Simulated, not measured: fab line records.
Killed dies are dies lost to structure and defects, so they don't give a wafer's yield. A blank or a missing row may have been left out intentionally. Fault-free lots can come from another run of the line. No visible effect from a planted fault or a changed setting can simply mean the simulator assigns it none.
fab line records    flow n5_finfet
record: lots: 4  wafers: 12  last_day: 16
route steps=1938 shown BEOL_M4@1099 BEOL_M5@1112 BEOL_M10@1511 PASSIVATION@1936
lots that met no fault: from a run of the same line without faults
start_h: hours from the record's first day to the start of the lot's first wafer shown    wait_h: hours elapsed since this lot's preceding step    " identical to the entry in the row above    L1.1+2: a single row standing in for several wafers    - no value, or no start given    * or withheld: withheld    < > ~ a bound
route shown NAME@n: NAME is a module with steps in the file, n the number in the route of the first one    usual: the fault-free wafers' mean and standard deviation    same: alike in all rows    chamber/n: place in a boat    sites: each site's reading    _std_site: the values' standard deviation    _edge_site: the outer-site mean with the inner-site mean subtracted    radius_mm: how far each site lies from the wafer's centre    mask NAME#n: copy n    behind: tool/chamber where the wafer was last shaped    hold: the reason the lot was held/the length of the hold in hours/how it ended    device: the n, p or np transistor that did not switch    end of line: the route-end tests of the same wafers    where a step has no rows: the recipe by itself    killed: the dies lost at the first sort to structure and to defects; this is not the yield of the wafer    map: a wafer's dies, x killed, . not, _ none there
set.NAME: setting as actually run; set.NAME@STEP: the setting as run at that earlier step    model.NAME: the simulator's own value behind a step, which no gauge read
lots at some steps of the route; a table a step, a row a wafer
services: when a tool's chamber went out of use (start_h, in hours from the record's first day, below 0 if earlier), for how many hours, and the reason
== steps ==
step: N5_BEOL_M4_ANNEAL_95
recipe: temp_c: 400  time_s: 240  ambient: vacuum
step: N5_BEOL_M4_SPUTTER_96
recipe: material: Cu  target_thk_a: 45  temp_c: -20  chamber_pressure_pa: 0.07  power_w: withheld  time_s: 8.29
step: N5_BEOL_M4_ECD_50
recipe: material: Cu  target_thk_a: 3000
step: N5_BEOL_M4_ANNEAL_51
recipe: temp_c: 225  time_s: 90  ambient: N2
step: N5_BEOL_M4_CMP_52
recipe: stop_on: SiOC  t_overpolish_s: 6.8  down_force_psi: 1  platen_rpm: 50  clearing_platen_down_force_psi: 1.5  clearing_platen_rpm: 50  post_cmp_clean: cu_alkaline  target_thk_nm: 40  clearing_platen_pad_velocity_m_s: 0.99484  pad_velocity_m_s: 0.99484
step: N5_BEOL_M4_PRE_CLEAN_60
recipe: gas: NH3/H2  time_s: 15  temp_c: *  rf_power_w: 300
step: N5_BEOL_M4_CO_CAP_55
recipe: material: Co  target_thk_a: 20  temp_c: 200  precursor: CCTBA/H2  pressure_torr: 30  time_s: 102.1
step: N5_BEOL_M4_PRE_CLEAN_56
recipe: gas: NH3  time_s: 15  temp_c: withheld  rf_power_w: 300
step: N5_BEOL_M4_DEP_57
recipe: material: SiCN  target_thk_a: 80  temp_c: withheld  precursor: 3MS/NH3  pressure_torr: 3  rf_w: 202  time_s: 14
step: N5_BEOL_M4_RC_MEAS_101
usual: DIBL_N: 36.4/1.3  DIBL_P: 36.5/1.7  IOFF_N: 0.154/0.022  IOFF_P: 0.202/0.025  ION_N: 671/9.8  ION_P: 460/6.8  SS_N: 71.6/0.54  SS_P: 73.4/0.58  VT_N: 250.9/2.8  VT_P: -251.4/2.7
lot.wafer  tool       chamber  start_h  wait_h  DIBL_N[mV/V]  DIBL_P[mV/V]  IOFF_N[nA/um]  IOFF_P[nA/um]  ION_N[uA/um]  ION_P[uA/um]  SS_N[mV/dec]  SS_P[mV/dec]  VT_N[mV]  VT_P[mV]
L208.2     prober-02  0        222.82   0.2     34.9          35.3          0.129          0.191          664           464           71.1          73.2          256.8     -250.7
L208.3     "          0        "        "       38.1          39.3          0.194          0.264          684           474           72.1          73.9          247.2     -247.0
L208.6     "          0        "        "       35.3          35.7          0.141          0.204          670           465           71.6          74.0          254.5     -253.1
L211.2     prober-02  0        228.47   0.2     35.5          35.4          0.131          0.175          662           455           70.8          72.9          251.4     -254.1
L211.3     "          0        "        "       36.2          36.6          0.145          0.188          664           455           72.4          72.8          251.6     -253.5
L211.4     "          0        "        "       37.1          37.8          0.162          0.208          674           457           71.9          73.6          248.3     -252.8
L213.2     prober-02  0        230.87   0.2     34.9          35.0          0.146          0.184          671           459           71.5          73.1          250.8     -252.2
L213.4     "          0        "        "       35.0          35.3          0.145          0.196          675           461           71.7          72.9          252.1     -251.9
L213.6     "          0        "        "       33.7          33.4          0.126          0.169          684           464           71.1          72.0          252.2     -252.1
L219.2     prober-01  0        282.76   0.2     35.4          35.1          0.130          0.238          659           465           71.1          73.4          252.3     -246.2
L219.4     "          0        "        "       36.8          36.0          0.153          0.235          660           459           71.4          73.9          254.5     -247.9
L219.5     "          0        "        "       35.5          34.1          0.123          0.204          652           460           70.8          73.4          254.2     -250.5
step: N5_BEOL_M5_ILD_DEP_00
recipe: material: SiCOH_lowk  target_thk_a: 1406.4  temp_c: 300  precursor: DEMS/porogen  pressure_torr: 5  rf_w: 500  time_s: 25.9
step: N5_BEOL_M5_CURE_79
recipe: temp_c: 385  time_s: 240  ambient: He/Ar  material: SiCOH_lowk
step: N5_BEOL_M5_PECVD_70
recipe: material: SiO2  target_thk_a: 160  temp_c: 400  precursor: TEOS/O2  pressure_torr: 5.5  rf_w: 450  teos_flow_sccm: 53.8  gas: O2  flow_sccm: 3000  time_s: 18
step: N5_BEOL_M5_HM_DEP_02
recipe: material: TiN  target_thk_a: 200  temp_c: 25  chamber_pressure_pa: 0.49996
step: N5_BEOL_M5_COAT_59
recipe: resist: SOC  temp_c: 250  time_s: 60  spin_rpm: 1500  resist_thk_nm: 60
step: N5_BEOL_M5_COAT_60
recipe: resist: SiARC  temp_c: 220  time_s: 60  spin_rpm: 1500  resist_thk_nm: 12
step: N5_BEOL_M5_COAT_71
recipe: resist: underlayer  temp_c: 205  time_s: 60  spin_rpm: 1500  resist_thk_nm: 5
step: N5_BEOL_M5_COAT_05
recipe: resist: CAR-EUV  spin_rpm: 1500  resist_thk_nm: 30
step: N5_BEOL_M5_EBR_07
recipe: solvent: PGMEA  ebr_width_mm: 1.5
step: N5_BEOL_M5_SOFTBAKE_06
recipe: temp_c: 110  time_s: 60  resist: CAR-EUV
step: N5_BEOL_M5_EXPOSE_08
recipe: mask_id: M5  na: 0.33  source_shape: annular  sigma_inner: 0.4  sigma_outer: 0.8  polarization: unpolarized  target_cd_nm: 28  dose_mj: 35.75
step: N5_BEOL_M5_PEB_09
recipe: peb_temp_c: 100  peb_time_s: 60  resist: CAR-EUV
step: N5_BEOL_M5_DEVELOP_10
recipe: develop_time_s: 30  developer: TMAH  resist: CAR-EUV  rinse_liquid: surfactant_rinse  dry: air_spin  dev_temp_c: 23
step: N5_BEOL_M5_DESCUM_16
recipe: chemistry: O2  time_s: 7  source_power_w: 50  bias_power_w: 20  pressure_mtorr: 20  rf_frequency_hz: 2.712e+07  temp_c: 40  resist: CAR-EUV  o2_flow_sccm: 225
step: N5_BEOL_M5_ETCH_72
recipe: chemistry: N2/H2  target: underlayer  target_depth_a: 65  mask_material: CAR-EUV  time_s: 5.2  ion_energy_ev: 200  pressure_mtorr: 30  source_w: 840  bias_w: 150  n2_flow_sccm: 200  h2_flow_sccm: 200  ends: cleared
step: N5_BEOL_M5_ETCH_61
recipe: chemistry: CF4  target: SiARC  target_depth_a: 156  mask_material: CAR-EUV  time_s: 26  ion_energy_ev: 80  pressure_mtorr: 40  source_w: 545  bias_w: 36  Ar_flow_sccm: 100  cf4_flow_sccm: 100  ends: cleared
step: N5_BEOL_M5_ETCH_62
recipe: chemistry: N2/H2  target: SOC  target_depth_a: 750  overetch_a: 150  mask_material: SiARC  temp_c: 40  time_s: 112.5  ion_energy_ev: 200  pressure_mtorr: 30  source_w: 840  bias_w: 150  n2_flow_sccm: 200  h2_flow_sccm: 200
step: N5_BEOL_M5_STRIP_63
recipe: chemistry: N2/H2  temp_c: 40  n2_flow_sccm: 200  h2_flow_sccm: 200  rf_frequency_hz: 6e+07
step: N5_BEOL_M5_STRIP_73
recipe: chemistry: N2/H2  temp_c: 40  n2_flow_sccm: 200  h2_flow_sccm: 200  rf_frequency_hz: 6e+07
step: N5_BEOL_M5_STRIP_64
recipe: chemistry: CF4  resist: SiARC  power_w: 300  bias_power_w: 75  pressure_mtorr: 50  cf4_flow_sccm: 150  rf_frequency_hz: 6e+07
step: N5_BEOL_M5_HM_OPEN_17
recipe: chemistry: Cl2/BCl3  target_depth_a: 200  overetch_a: 60  target: TiN  mask_material: SOC  ion_energy_ev: 150  pressure_mtorr: 10  icp_w: 1000  bias_w: 126  Cl2_flow_sccm: 53.25  bcl3_flow_sccm: 21.75  Ar_flow_sccm: 25
step: N5_BEOL_M5_STRIP_19
recipe: chemistry: O2  power_w: 400  temp_c: 40  pressure_mtorr: 30  rf_frequency_hz: 6e+07  bias_power_w: 0  overash_fraction: 0.2  o2_flow_sccm: 225
step: N5_BEOL_M5_COAT_65
recipe: resist: SOC  temp_c: 250  time_s: 60  spin_rpm: 1500  resist_thk_nm: 60
step: N5_BEOL_M5_COAT_66
recipe: resist: SiARC  temp_c: 220  time_s: 60  spin_rpm: 1500  resist_thk_nm: 12
step: N5_BEOL_M10_STRIP_36
recipe: chemistry: N2/H2  power_w: 450  temp_c: 40  pressure_mtorr: 20  rf_frequency_hz: 6e+07  overash_fraction: 0.3  bias_power_w: 7  h2_frac: 0.5  n2_flow_sccm: 200  h2_flow_sccm: 200
usual: bias_power_w: 6.998/0.022  chamber_pressure_mTorr: 20.00/0.037  drypump_motor_current_A: 5.8/0.41  oes_product_au: 0.77/0.088  overash_fraction: 0.3/0  rf_vpp_V: 58.9/1.9  showerhead_plenum_p_Torr: 2.49/0.085  throttle_valve_pct: 23.78/0.3
lot.wafer  tool         chamber  start_h  wait_h  bias_power_w  chamber_pressure_mTorr  drypump_motor_current_A  oes_product_au  overash_fraction  rf_hours_counter_h  rf_vpp_V  showerhead_plenum_p_Torr  throttle_valve_pct  model.SOC_of_BEOL_M10_COAT_63.thk_nm
L208.2     rie_diel-02  3        275.26   0.0     -             -                       -                        -               -                 -                   -         -                         -                   92.6
L208.3     "            2        "        "       -             -                       -                        -               -                 -                   -         -                         -                   92.6
L208.6     "            3        "        "       -             -                       -                        -               -                 -                   -         -                         -                   92.6
L213.2     rie_diel-05  1        275.43   0.0     7.011         19.99                   5.1                      0.88            0.3               59                  61.3      2.48                      23.69               0
L213.4     "            0        "        "       6.986         19.99                   5.6                      0.82            0.3               -                   60.1      2.46                      23.50               0
L213.6     "            2        "        "       6.954         20.00                   6.3                      0.86            0.3               -                   57.0      2.58                      23.65               0
L211.2     rie_diel-05  2        280.71   0.0     -             -                       -                        -               -                 -                   -         -                         -                   92.2
L211.3     "            0        "        "       -             -                       -                        -               -                 -                   -         -                         -                   92.2
L211.4     "            2        "        "       -             -                       -                        -               -                 -                   -         -                         -                   92.4
L219.2     rie_diel-05  3        333.55   0.0     7.027         19.98                   5.7                      0.94            0.3               18                  57.8      2.48                      23.42               0
L219.4     "            2        "        "       7.001         19.98                   6.2                      0.83            0.3               65                  59.1      2.57                      23.66               0
L219.5     "            1        "        "       6.988         20.00                   5.1                      0.84            0.3               -                   56.7      2.47                      23.69               0
step: N5_BEOL_M10_ETCH_41
recipe: chemistry: CH3F/O2  target: SiCN  target_depth_a: 426  taper_deg: 2  time_s: 86  ion_energy_ev: 120  mask_material: TiN  pressure_mtorr: 30  source_w: 395  bias_w: 75  Ar_flow_sccm: 150  CH3F_flow_sccm: 30  O2_flow_sccm: 20
usual: bias_w: 74.99/0.25  chamber_pressure_mTorr: 29.998/0.029  drypump_motor_current_A: 5.8/0.41  oes_product_au: 0.77/0.086  rf_vpp_V: 296.6/1.5  showerhead_plenum_p_Torr: 1.96/0.066  throttle_valve_pct: 16.44/0.29
lot.wafer  tool         chamber  start_h  wait_h  bias_w  chamber_pressure_mTorr  drypump_motor_current_A  oes_product_au  rf_hours_counter_h  rf_vpp_V  showerhead_plenum_p_Torr  throttle_valve_pct  model.SOC_of_BEOL_M10_COAT_63.thk_nm
L208.2     rie_diel-02  3        275.34   0.0     75.57   29.994                  6.1                      0.68            230                 294.5     1.89                      16.90               65.6
L208.3     "            2        "        "       75.41   29.964                  6.2                      0.72            218                 298.8     2.06                      16.80               66
L208.6     "            3        "        "       75.24   30.003                  6.1                      0.69            -                   296.1     1.90                      16.91               65.6
L213.2     rie_diel-05  1        -        -       75.21   30.014                  5.1                      0.86            59                  296.5     1.95                      16.14               0
L213.4     "            0        "        "       75.10   30.077                  5.6                      0.81            -                   296.4     1.93                      16.19               0
L213.6     "            2        "        "       75.06   29.999                  6.2                      0.86            -                   299.6     2.04                      16.34               0
L211.2     rie_diel-05  2        280.79   0.0     75.15   30.017                  6.2                      0.86            46                  298.4     2.04                      16.35               65
L211.3     "            0        "        "       75.37   29.987                  5.7                      0.81            94                  296.3     1.93                      16.20               65
L211.4     "            2        "        "       75.34   30.010                  6.2                      0.85            -                   297.5     2.04                      16.36               65.4
L219.2     rie_diel-05  3        -        -       75.04   29.994                  5.8                      0.92            19                  296.4     1.96                      16.07               0
L219.4     "            2        "        "       74.70   30.020                  6.2                      0.83            65                  299.2     2.03                      16.38               0
L219.5     "            1        "        "       75.04   29.975                  5.1                      0.84            -                   297.4     1.94                      16.17               0
step: N5_PASSIVATION_PROBE_49
usual: defect_limited_yield: 91.1/1.3  killed_at_M0_to_M3: 34/10  killed_at_M4_up: 14/5.7  killed_at_contacts: 12/5.9  killed_at_front_end: 41/12  killed_at_other: 4/3.1  killed_dies: 105/15  killed_on_rim: 14/4.2  killed_open: 69/11  killed_short: 35/7.8  sort_bin_5_function: 5.3/0.81  sort_bin_6_memory: 3.3/0.75  sort_n_pass: 1075/15  sort_yield_pct: 91.1/1.3
same: gross_dies: 1180  killed_at_back_side: 0  sort_bin_4_leakage[%]: 0  sort_bin_8_speed[%]: 0
lot.wafer  tool       chamber  start_h  wait_h  defect_limited_yield[%]  killed_at_M0_to_M3  killed_at_M4_up  killed_at_contacts  killed_at_front_end  killed_at_other  killed_dies  killed_on_rim  killed_open  killed_short  sort_bin_5_function[%]  sort_bin_6_memory[%]  sort_n_pass  sort_yield_pct[%]
L208.2     prober-02  -        329.70   0.1     0                        37                  1074             8                   57                   4                1180         152            74           39            96.3                    3.3                   0            0
L208.3     prober-02  -        329.75   0.1     0                        39                  1079             12                  48                   2                1180         152            68           45            96.1                    3.6                   0            0
L208.6     prober-02  -        329.90   0.3     0                        25                  1089             15                  50                   1                1180         152            61           35            96.5                    3.3                   0            0
L211.2     prober-02  -        336.82   0.1     0                        26                  1110             15                  22                   7                1180         152            54           29            97.5                    2.1                   0            0
L211.3     prober-02  -        336.87   0.1     0                        57                  1083             12                  23                   5                1180         152            77           26            96.7                    2.9                   0            0
L211.4     prober-02  -        336.92   0.2     0                        32                  1097             17                  32                   2                1180         152            57           43            96.7                    2.7                   0            0
killed by level:class
L208.2 BEOL_M10:area_ald=1065 FIN_SAQP:geometric_particle:open=20 FIN_SAQP:geometric_particle:short=14 BEOL_M2:geometric_particle:open=13 BEOL_M3:geometric_particle:open=8 MOL_CONTACT_COAG:geometric_particle:open=6 STI_FIN_REVEAL:geometric_particle:open=5 BEOL_M2:geometric_particle:short=5
L208.3 BEOL_M10:area_ald=1067 FIN_SAQP:geometric_particle:short=15 FIN_SAQP:geometric_particle:open=13 BEOL_M3:geometric_particle:open=10 BEOL_M2:geometric_particle:open=9 STI_FIN_REVEAL:geometric_particle:open=7 MOL_CONTACT_COAG:geometric_particle:open=6 MOL_CONTACT_COAG:geometric_particle:short=6
L208.6 BEOL_M10:area_ald=1083 FIN_SAQP:geometric_particle:open=16 FIN_SAQP:geometric_particle:short=13 MOL_CONTACT_COAG:geometric_particle:open=12 BEOL_M2:geometric_particle:open=12 STI_FIN_REVEAL:geometric_particle:open=7 GATE_CUT:geometric_particle:short=5 MOL_CONTACT_COAG:geometric_particle:short=3
L211.2 BEOL_M10:area_ald=1096 BEOL_M2:geometric_particle:open=11 MOL_CONTACT_COAG:geometric_particle:open=9 MOL_CONTACT_COAG:geometric_particle:short=6 BEOL_M0_SAQP:geometric_particle:open=5 BEOL_M2:geometric_particle:short=5 STI_FIN_REVEAL:geometric_particle:open=4 BEOL_M4:geometric_particle:open=3
L211.3 BEOL_M10:area_ald=1077 BEOL_M2:geometric_particle:open=14 MOL_CONTACT_COAG:geometric_particle:open=12 BEOL_M3:geometric_particle:open=12 BEOL_M0_SAQP:geometric_particle:short=8 BEOL_M0_SAQP:geometric_particle:open=8 STI_FIN_REVEAL:geometric_particle:open=5 GATE_CUT:geometric_particle:open=5
L211.4 BEOL_M10:area_ald=1080 BEOL_M2:geometric_particle:open=16 MOL_CONTACT_COAG:geometric_particle:open=9 BEOL_M4:geometric_particle:open=9 MOL_CONTACT_COAG:geometric_particle:short=8 GATE_CUT:geometric_particle:short=7 DUMMY_GATE:geometric_particle:short=5 FIN_SAQP:geometric_particle:short=4
map L208.2 (x killed, . not)
_________________xxxxxxxxxxxx________________
______________xxxxxxxxxxxxxxxxxx_____________
___________xxxxxxxxxxxxxxxxxxxxxxxx__________
__________xxxxxxxxxxxxxxxxxxxxxxxxxx_________
________xxxxxxxxxxxxxxxxxxxxxxxxxxxxxx_______
_______xxxxxxxxxxxxxxxxxxxxxxxxxxxxxxxx______
______xxxxxxxxxxxxxxxxxxxxxxxxxxxxxxxxxx_____
_____xxxxxxxxxxxxxxxxxxxxxxxxxxxxxxxxxxxx____
____xxxxxxxxxxxxxxxxxxxxxxxxxxxxxxxxxxxxxx___
___xxxxxxxxxxxxxxxxxxxxxxxxxxxxxxxxxxxxxxxx__
___xxxxxxxxxxxxxxxxxxxxxxxxxxxxxxxxxxxxxxxx__
__xxxxxxxxxxxxxxxxxxxxxxxxxxxxxxxxxxxxxxxxxx_
__xxxxxxxxxxxxxxxxxxxxxxxxxxxxxxxxxxxxxxxxxx_
_xxxxxxxxxxxxxxxxxxxxxxxxxxxxxxxxxxxxxxxxxxxx
_xxxxxxxxxxxxxxxxxxxxxxxxxxxxxxxxxxxxxxxxxxxx
_xxxxxxxxxxxxxxxxxxxxxxxxxxxxxxxxxxxxxxxxxxxx
_xxxxxxxxxxxxxxxxxxxxxxxxxxxxxxxxxxxxxxxxxxxx
_xxxxxxxxxxxxxxxxxxxxxxxxxxxxxxxxxxxxxxxxxxxx
_xxxxxxxxxxxxxxxxxxxxxxxxxxxxxxxxxxxxxxxxxxxx
_xxxxxxxxxxxxxxxxxxxxxxxxxxxxxxxxxxxxxxxxxxxx
_xxxxxxxxxxxxxxxxxxxxxxxxxxxxxxxxxxxxxxxxxxxx
__xxxxxxxxxxxxxxxxxxxxxxxxxxxxxxxxxxxxxxxxxx_
__xxxxxxxxxxxxxxxxxxxxxxxxxxxxxxxxxxxxxxxxxx_
___xxxxxxxxxxxxxxxxxxxxxxxxxxxxxxxxxxxxxxxx__
___xxxxxxxxxxxxxxxxxxxxxxxxxxxxxxxxxxxxxxxx__
____xxxxxxxxxxxxxxxxxxxxxxxxxxxxxxxxxxxxxx___
_____xxxxxxxxxxxxxxxxxxxxxxxxxxxxxxxxxxxx____
______xxxxxxxxxxxxxxxxxxxxxxxxxxxxxxxxxx_____
_______xxxxxxxxxxxxxxxxxxxxxxxxxxxxxxxx______
________xxxxxxxxxxxxxxxxxxxxxxxxxxxxxx_______
__________xxxxxxxxxxxxxxxxxxxxxxxxxx_________
___________xxxxxxxxxxxxxxxxxxxxxxxx__________
______________xxxxxxxxxxxxxxxxxx_____________
_________________xxxxxxxxxxxx________________
map L211.2 (x killed, . not)
_________________xxxxxxxxxxxx________________
______________xxxxxxxxxxxxxxxxxx_____________
___________xxxxxxxxxxxxxxxxxxxxxxxx__________
__________xxxxxxxxxxxxxxxxxxxxxxxxxx_________
________xxxxxxxxxxxxxxxxxxxxxxxxxxxxxx_______
_______xxxxxxxxxxxxxxxxxxxxxxxxxxxxxxxx______
______xxxxxxxxxxxxxxxxxxxxxxxxxxxxxxxxxx_____
_____xxxxxxxxxxxxxxxxxxxxxxxxxxxxxxxxxxxx____
____xxxxxxxxxxxxxxxxxxxxxxxxxxxxxxxxxxxxxx___
___xxxxxxxxxxxxxxxxxxxxxxxxxxxxxxxxxxxxxxxx__
___xxxxxxxxxxxxxxxxxxxxxxxxxxxxxxxxxxxxxxxx__
__xxxxxxxxxxxxxxxxxxxxxxxxxxxxxxxxxxxxxxxxxx_
__xxxxxxxxxxxxxxxxxxxxxxxxxxxxxxxxxxxxxxxxxx_
_xxxxxxxxxxxxxxxxxxxxxxxxxxxxxxxxxxxxxxxxxxxx
_xxxxxxxxxxxxxxxxxxxxxxxxxxxxxxxxxxxxxxxxxxxx
_xxxxxxxxxxxxxxxxxxxxxxxxxxxxxxxxxxxxxxxxxxxx
_xxxxxxxxxxxxxxxxxxxxxxxxxxxxxxxxxxxxxxxxxxxx
_xxxxxxxxxxxxxxxxxxxxxxxxxxxxxxxxxxxxxxxxxxxx
_xxxxxxxxxxxxxxxxxxxxxxxxxxxxxxxxxxxxxxxxxxxx
_xxxxxxxxxxxxxxxxxxxxxxxxxxxxxxxxxxxxxxxxxxxx
_xxxxxxxxxxxxxxxxxxxxxxxxxxxxxxxxxxxxxxxxxxxx
__xxxxxxxxxxxxxxxxxxxxxxxxxxxxxxxxxxxxxxxxxx_
__xxxxxxxxxxxxxxxxxxxxxxxxxxxxxxxxxxxxxxxxxx_
___xxxxxxxxxxxxxxxxxxxxxxxxxxxxxxxxxxxxxxxx__
___xxxxxxxxxxxxxxxxxxxxxxxxxxxxxxxxxxxxxxxx__
____xxxxxxxxxxxxxxxxxxxxxxxxxxxxxxxxxxxxxx___
_____xxxxxxxxxxxxxxxxxxxxxxxxxxxxxxxxxxxx____
______xxxxxxxxxxxxxxxxxxxxxxxxxxxxxxxxxx_____
_______xxxxxxxxxxxxxxxxxxxxxxxxxxxxxxxx______
________xxxxxxxxxxxxxxxxxxxxxxxxxxxxxx_______
__________xxxxxxxxxxxxxxxxxxxxxxxxxx_________
___________xxxxxxxxxxxxxxxxxxxxxxxx__________
______________xxxxxxxxxxxxxxxxxx_____________
_________________xxxxxxxxxxxx________________
== services ==
tool         chamber  start_h  hours  kind
rie_diel-05  3        260.62   -      clean
rie_diel-05  3        260.62   -      consumable_replace:focus_ring
rie_diel-05  3        260.62   24.3   scheduled_down
rie_diel-05  3        260.62   24.3   vent_cycle
rie_diel-02  0        286.55   12.4   repair
rie_diel-02  -        320.74   3.6    repair
rie_diel-02  3        326.28   -      clean
rie_diel-02  3        326.28   -      consumable_replace:focus_ring
rie_diel-02  3        326.28   -      consumable_replace:showerhead
rie_diel-02  3        326.28   17.4   scheduled_down
rie_diel-02  3        326.28   17.4   vent_cycle
rie_diel-02  2        328.81   3.2    repair
== key ==
first_sign: step: N5_BEOL_M10_STRIP_36  reading: tool_record  direction: missing
effect: step: N5_PASSIVATION_PROBE_49  reading: killed_at_M4_up  direction: up  sigmas: 99+  usual: 14  struck: 1089
model_effect: step: N5_BEOL_M10_STRIP_36  value: SOC_of_BEOL_M10_COAT_63.thk_nm  without: 0  struck: 92.43
model_effect: step: N5_BEOL_M10_ETCH_41  value: SOC_of_BEOL_M10_COAT_63.thk_nm  without: 0  struck: 65.43
more_kills_born_at: N5_BEOL_M10_ALD_74@ald_metal-03: 6468
met_at N5_BEOL_M10_STRIP_36
struck_wafers L208.2,L208.3,L208.6,L211.2,L211.3,L211.4
later_rows_left_out L208.2,L208.3,L208.6,L211.2,L211.3,L211.4
fault: kind: skipped_step_whole  tool: rie_diel-02,rie_diel-05  chamber: -  onset_h: 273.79  steps: N5_BEOL_M10_STRIP_36  scope: struck_lots_only
later_rows_left_out: the simulator's readings of these wafers behind a module that went badly wrong aren't trusted and aren't shown, but for the sort
